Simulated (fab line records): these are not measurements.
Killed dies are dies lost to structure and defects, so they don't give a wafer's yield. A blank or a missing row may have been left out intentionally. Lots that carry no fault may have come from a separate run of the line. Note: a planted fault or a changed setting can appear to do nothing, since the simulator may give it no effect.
Which tool is to blame?    flow n5 finfet    Sampling: 12 lots, 30 wafers, 5 of 1938 route steps

== WHAT THE GAUGES READ, wafer by wafer ==
No reading from a measuring or inspecting step in the record can be judged against a usual standard deviation.

== WHICH TOOL RAN EACH LOT (tool, then ch and the chambers of the sampled wafers, then the start) ==
lot   N5_BEOL_M5_PECVD_70              N5_BEOL_M5_DESCUM_16                N5_BEOL_M5_ETCH_72                  N5_BEOL_M5_COAT_74                 N5_PASSIVATION_PROBE_49
L920  pecvd-02 ch 2, day 8 19:41       rie diel-06 ch 0,1, day 8 20:44     rie diel-06 ch 0,1, day 8 20:46     litho track-03 ch 0, day 8 23:10   prober-01, day 13 04:12
L922  pecvd-04 ch 0, day 10 14:04      rie diel-05 ch 1,3, day 10 16:14    rie diel-05 ch 1,3, day 10 16:17    litho track-02 ch 0, day 10 18:01  prober-01, day 14 23:56
L928  pecvd-03 ch 0,2, day 11 04:18    rie diel-01 ch 0,2,3, day 11 05:39  rie diel-01 ch 0,2,3, day 11 05:41  litho track-03 ch 0, day 11 06:31  prober-01, day 15 14:23
L925  pecvd-04 ch 0,1,2, day 11 11:02  rie diel-05 ch 0,3, day 11 13:07    rie diel-05 ch 0,3, day 11 13:09    litho track-03 ch 0, day 11 14:18  prober-02, day 15 18:47
L931  pecvd-04 ch 0,1, day 12 13:44    rie diel-05 ch 2,3, day 12 16:01    rie diel-05 ch 2,3, day 12 16:03    litho track-02 ch 0, day 12 19:57  prober-01, day 16 20:45
L932  pecvd-02 ch 1,2, day 12 21:59    rie diel-01 ch 0,3, day 12 22:36    rie diel-01 ch 0,3, day 12 22:38    litho track-02 ch 0, day 12 23:30  prober-02, day 17 14:37
L938  pecvd-02 ch 0,2, day 14 07:03    rie diel-06 ch 1,3, day 14 09:43    rie diel-06 ch 1,3, day 14 09:45    litho track-02 ch 0, day 14 10:11  prober-02, day 18 09:47
L935  pecvd-04 ch 0,2, day 14 11:25    rie diel-06 ch 0,1,3, day 14 14:00  rie diel-06 ch 0,1,3, day 14 14:02  litho track-03 ch 0, day 14 15:50  prober-02, day 18 20:22
L939  pecvd-03 ch 0,2, day 14 16:02    rie diel-01 ch 0,1,3, day 14 17:35  rie diel-01 ch 0,1,3, day 14 17:37  litho track-05 ch 0, day 14 18:07  prober-01, day 18 20:40
L940  pecvd-03 ch 0,1, day 14 21:32    rie diel-01 ch 0,1,3, day 15 00:47  rie diel-01 ch 0,1,3, day 15 00:49  litho track-02 ch 0, day 15 02:32  prober-02, day 19 06:24
L941  pecvd-03 ch 0,1, day 15 14:06    rie diel-05 ch 0,1, day 15 16:01    rie diel-05 ch 0,1, day 15 16:04    litho track-02 ch 0, day 15 16:38  prober-01, day 20 05:56
L942  pecvd-04 ch 0, day 15 15:02      rie diel-01 ch 0,3, day 15 17:03    rie diel-01 ch 0,3, day 15 17:05    litho track-03 ch 0, day 15 19:37  prober-01, day 20 05:32
- N5_BEOL_M5_PECVD_70: deposits SiO2 from TEOS/O2, target thk 16 nm, time 18 s.
- N5_BEOL_M5_DESCUM_16: chemistry O2, time 7 s.
- N5_BEOL_M5_ETCH_72: etches underlayer in N2/H2, target depth 6.5 nm, time 5.2 s.
- N5_BEOL_M5_COAT_74: time 60 s, resist thk 5 nm.
- N5_PASSIVATION_PROBE_49

== WHAT THE TOOLS THEMSELVES READ (means of the sampled wafers that have a number; where no wafer has one, the mark that the record gives instead) ==
N5_BEOL_M5_PECVD_70.
lot   tool      heater power w (W)  showerhead plenum p Torr (Torr)  throttle valve pct (%)
L920  pecvd-02  722                 8.84                             23.7
L922  pecvd-04  823                 8.68                             22.0
L928  pecvd-03  692                 8.86                             22.3
L925  pecvd-04  750                 8.74                             22.6
L931  pecvd-04  812                 8.79                             23.2
L932  pecvd-02  709                 8.80                             22.8
L938  pecvd-02  756                 8.83                             22.1
L935  pecvd-04  865                 8.70                             21.6
L939  pecvd-03  717                 8.87                             22.5
L940  pecvd-03  651                 8.86                             22.6
L941  pecvd-03  584                 8.85                             22.7
L942  pecvd-04  883                 8.67                             22.1

N5_BEOL_M5_DESCUM_16.
lot   tool         drypump motor current A (A)  oes product au (a.u.)  rf vpp V (V)  showerhead plenum p Torr (Torr)  throttle valve pct (%)
L920  rie diel-06  6.09                         0.74                   243.5         2.06                             20.2
L922  rie diel-05  5.45                         0.76                   242.1         2.00                             20.4
L928  rie diel-01  5.72                         0.80                   243.6         2.10                             20.1
L925  rie diel-05  5.77                         0.75                   242.0         2.05                             20.3
L931  rie diel-05  5.71                         0.90                   242.2         2.04                             20.3
L932  rie diel-01  5.76                         0.83                   242.6         2.07                             20.0
L938  rie diel-06  5.83                         0.76                   242.4         2.06                             20.2
L935  rie diel-06  5.85                         0.74                   243.6         2.09                             20.3
L939  rie diel-01  5.87                         0.80                   243.5         2.07                             20.1
L940  rie diel-01  5.87                         0.80                   243.7         2.07                             20.1
L941  rie diel-05  5.55                         0.69                   242.8         2.04                             20.7
L942  rie diel-01  5.76                         0.80                   242.8         2.06                             20.0

N5_BEOL_M5_ETCH_72.
lot   tool         bias w (W)  drypump motor current A (A)  etch rf on time s (s)  oes product au (a.u.)  rf vpp V (V)  showerhead plenum p Torr (Torr)  throttle valve pct (%)
L920  rie diel-06  149.3       6.07                         5.10                   0.64                   522.5         2.53                             17.8
L922  rie diel-05  149.7       5.48                         5.09                   0.67                   521.5         2.44                             17.8
L928  rie diel-01  149.9       5.74                         5.13                   0.70                   523.6         2.55                             17.6
L925  rie diel-05  150.2       5.78                         5.21                   0.64                   521.7         2.49                             17.8
L931  rie diel-05  149.9       5.71                         5.16                   0.76                   521.1         2.48                             17.7
L932  rie diel-01  150.3       5.78                         5.01                   0.73                   523.8         2.51                             17.4
L938  rie diel-06  149.5       5.88                         5.31                   0.65                   524.2         2.54                             17.8
L935  rie diel-06  150.1       5.86                         5.19                   0.64                   524.7         2.57                             17.9
L939  rie diel-01  150.0       5.89                         5.21                   0.69                   523.8         2.52                             17.6
L940  rie diel-01  150.0       5.87                         5.24                   0.69                   524.1         2.52                             17.6
L941  rie diel-05  150.3       5.60                         5.35                   0.59                   521.4         2.46                             17.9
L942  rie diel-01  150.1       5.76                         5.15                   0.69                   522.4         2.50                             17.4

N5_BEOL_M5_COAT_74.
lot   tool            exhaust pa (Pa)  heater power total W (W)  plate temp C (C)  spin speed rpm (rpm)
L920  litho track-03  44.8             391.7                     204.81            1500.0
L922  litho track-02  45.6             391.9                     205.08            1501.2
L928  litho track-03  46.0             385.2                     201.98            1499.4
L925  litho track-03  45.7             384.8                     202.06            1499.4
L931  litho track-02  45.7             389.6                     205.15            1499.0
L932  litho track-02  44.5             390.7                     205.12            1501.1
L938  litho track-02  45.0             390.1                     204.81            1500.6
L935  litho track-03  44.5             392.3                     204.94            1500.5
L939  litho track-05  44.7             391.5                     204.91            1500.2
L940  litho track-02  44.2             391.8                     205.10            1501.4
L941  litho track-02  43.7             392.5                     204.94            1499.2
L942  litho track-03  45.6             390.9                     205.12            1501.6

N5_PASSIVATION_PROBE_49.
lot   tool       defect limited yield (%)  killed_at_M0_to_M3  killed_at_M4_up  killed at contacts  killed at front end  killed at other  killed dies  killed open  killed short  sort_bin_5_function (%)  sort_bin_6_memory (%)  sort_bin_8_speed (%)  sort n pass
L920  prober-01  90.7                      35                  12               20                  36                   8                110          67           37            6.0                      2.8                    9.3                   960
L922  prober-01  90.8                      40                  18               15                  32                   4                109          70           35            5.8                      3.0                    0.1                   1070
L928  prober-01  90.7                      39                  13               15                  42                   1                110          71           35            5.8                      3.3                    0.1                   1070
L925  prober-02  91.2                      31                  12               14                  43                   4                104          66           33            5.0                      3.4                    0.0                   1076
L931  prober-01  90.2                      42                  11               16                  39                   8                116          72           34            6.5                      3.3                    0.0                   1064
L932  prober-02  93.3                      20                  18               8                   30                   3                80           55           22            4.3                      2.3                    0.0                   1098
L938  prober-02  90.9                      34                  11               13                  46                   3                108          65           38            5.5                      3.3                    0.0                   1072
L935  prober-02  90.3                      29                  12               9                   61                   3                115          78           36            6.0                      3.4                    0.0                   1065
L939  prober-01  91.4                      36                  11               16                  32                   6                101          62           31            5.1                      3.1                    0.0                   1079
L940  prober-02  92.4                      29                  9                13                  37                   2                90           57           29            4.5                      2.8                    0.0                   1090
L941  prober-01  92.9                      26                  17               14                  25                   2                84           59           24            4.2                      2.7                    0.0                   1096
L942  prober-01  90.3                      39                  14               8                   44                   9                114          64           40            6.0                      3.2                    0.0                   1066

== THE ANSWER, worked out from the rows above alone ==
Rule: the usual values come from the lots themselves. The widest of any qualifying gaps counts: lots, ordered by their means at a reading, are off when they make up no more than a third of the lots, leave a main group of 4 or more, and stand apart from it by 3 or more times the standard deviation of that group's means. The tables above print the reading to a certain number of digits; a main group whose means all agree to those digits is not used. A lot without any number at a reading at which 4 lots or more have one is off too. The other lots that the step has rows for count as sound. First the gauges in route order, then the tools' own readings, where a lot's mean is used as printed above. At the first step where some lot is off, the reading lying furthest off is the one used; lots without a number count as furthest.
Off: L928, L925 (N5_BEOL_M5_COAT_74, plate temp C). The main group: mean 205.00 C, standard deviation 0.12.
A tool fits if, at that step or a process step before it, it ran every lot that is off, and no sound lot after the first of them. Of those tried, none fits.

== WHAT THE SIMULATOR HAD PUT IN ==
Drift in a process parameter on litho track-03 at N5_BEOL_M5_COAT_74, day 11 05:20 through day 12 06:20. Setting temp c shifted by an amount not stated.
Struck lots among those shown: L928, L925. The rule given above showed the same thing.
